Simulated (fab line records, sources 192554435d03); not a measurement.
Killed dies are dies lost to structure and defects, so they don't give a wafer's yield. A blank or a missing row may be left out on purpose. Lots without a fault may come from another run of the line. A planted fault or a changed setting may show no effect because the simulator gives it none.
Split-lot experiment | flow n5_finfet | 7 lots, 21 wafers read, on a route of 1938 steps

THE SPLIT
At N5_BEOL_M1_COAT_61 (time 60 s, resist thk 60 nm), the setting spin_rpm was moved away from the recipe's 1500 rpm on 5 of the 21 wafers read, by -8.1% to +6.1%. The other wafers ran this setting at the recipe's value.

FROM THE SPLIT TO THE READING: what the file shows between them, 8 steps
- N5_BEOL_M1_COAT_62: time 60 s, resist thk 12 nm
- N5_BEOL_M1_COAT_73: time 60 s, resist thk 5 nm
- N5_BEOL_M1_ETCH_74: etches underlayer in N2/H2, target depth 6.5 nm, time 5.2 s
- N5_BEOL_M1_ETCH_63: etches SiARC in CF4, target depth 15.6 nm, time 26 s
- N5_BEOL_M1_ETCH_64: etches SOC in N2/H2, target depth 75 nm, overetch 15 nm, time 112.5 s
- N5_BEOL_M1_STRIP_65: strips in N2/H2
- N5_BEOL_M1_STRIP_75: strips in N2/H2
- N5_BEOL_M1_STRIP_66: strips in CF4

THE READING
SOC_of_BEOL_M1_COAT_61.thk_nm (the simulator's own value, which no gauge read), in nm, at N5_BEOL_M1_HM_OPEN_17 (chemistry Cl2/BCl3, target TiN, target depth 20 nm, overetch 6 nm). The file gives no usual value for it. The 16 wafers here that ran the recipe average 52.0 nm, standard deviation 0.21 nm.

wafer  | tool, chamber at the split | spin_rpm as run, rpm | against the recipe | SOC_of_BEOL_M1_COAT_61.thk_nm, nm | against lot-mates on the recipe
L074.2 | litho_track-05, 0          | 1591                 | +6.1%              | 50.2                              | -1.8
L074.4 | litho_track-05, 0          | 1500                 | recipe             | 52                                | -
L074.6 | litho_track-05, 0          | 1500                 | recipe             | 52                                | -
L075.3 | litho_track-01, 0          | 1500                 | recipe             | 52.4                              | -
L075.6 | litho_track-01, 0          | 1500                 | recipe             | 52.4                              | -
L075.5 | litho_track-01, 0          | 1500                 | recipe             | 52.2                              | -
L080.1 | litho_track-03, 0          | 1500                 | recipe             | 51.8                              | -
L080.2 | litho_track-03, 0          | 1558                 | +3.9%              | 50.6                              | -1.2
L080.4 | litho_track-03, 0          | 1558                 | +3.9%              | 50.4                              | -1.4
L082.1 | litho_track-05, 0          | 1500                 | recipe             | 51.8                              | -
L082.6 | litho_track-05, 0          | 1500                 | recipe             | 51.8                              | -
L082.3 | litho_track-05, 0          | 1500                 | recipe             | 51.6                              | -
L084.3 | litho_track-01, 0          | 1500                 | recipe             | 52.2                              | -
L084.4 | litho_track-01, 0          | 1500                 | recipe             | 52                                | -
L084.5 | litho_track-01, 0          | 1500                 | recipe             | 52                                | -
L088.2 | litho_track-05, 0          | 1500                 | recipe             | 52                                | -
L088.4 | litho_track-05, 0          | 1379                 | -8.1%              | 54.6                              | +2.6
L088.6 | litho_track-05, 0          | 1379                 | -8.1%              | 54.4                              | +2.4
L091.3 | litho_track-03, 0          | 1500                 | recipe             | 52                                | -
L091.6 | litho_track-03, 0          | 1500                 | recipe             | 52                                | -
L091.5 | litho_track-03, 0          | 1500                 | recipe             | 52.2                              | -

THE FIT
A straight line over all 21 wafers: SOC_of_BEOL_M1_COAT_61.thk_nm changes by -0.319 nm for each +1% of spin_rpm; r = -0.98; the points scatter about the line by 0.22 nm.
The same after taking each lot's own level away (the mean of its wafers on the recipe; 21 wafers): -0.312 nm for each +1%; r = -1.00; scatter 0.095 nm.
On that fit, the largest move of spin_rpm shifts the reading by 2.5 nm.
The lots' own levels span 51.73 to 52.33 nm, that is 2.8 times the standard deviation above.
So the lot-to-lot level changes the slope little: the two slopes agree.
Check: with one of the wafers moved furthest among these (-8.1%) left out of the fit, the line predicts +2.45 nm for it against its lot-mates. It came out at +2.6 nm against them.

OTHER SPLITS ON THESE WAFERS
These wafers also went through other splits before the reading. Each is held against what the fit with the lots' levels taken away leaves over:
other split on the same wafers | wafers away from the commonest value | r with SOC_of_BEOL_M1_COAT_61.thk_nm (lot level and that fit taken away)
N5_BEOL_M0_CUTY_ETCH_63 time_s | 4                                    | -0.11
N5_BEOL_M0_ETCH_138 source_w   | 6                                    | -0.16

THE WHOLE CHAIN: every reading that the file lists as answering this split, in the file's order
step                  | what it does                                                          | reading                                                                        | change (the file's fit)               | r (the file's)
N5_BEOL_M1_COAT_61    | time 60 s, resist thk 60 nm                                           | SOC_of_BEOL_M1_COAT_61.thk_nm (the simulator's own value, which no gauge read) | -0.331 nm for each +1% of the setting | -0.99
N5_BEOL_M1_ETCH_64    | etches SOC in N2/H2, target depth 75 nm, overetch 15 nm, time 112.5 s | etch.depth_nm (the simulator's own value, which no gauge read)                 | -0.315 nm for each +1% of the setting | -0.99
N5_BEOL_M1_HM_OPEN_17 | chemistry Cl2/BCl3, target TiN, target depth 20 nm, overetch 6 nm     | SOC_of_BEOL_M1_COAT_61.thk_nm (the simulator's own value, which no gauge read) | -0.309 nm for each +1% of the setting | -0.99

THE FILE'S OWN FIT
SOC_of_BEOL_M1_COAT_61.thk_nm changes by -0.309 nm for each +1% of spin_rpm, r = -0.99.
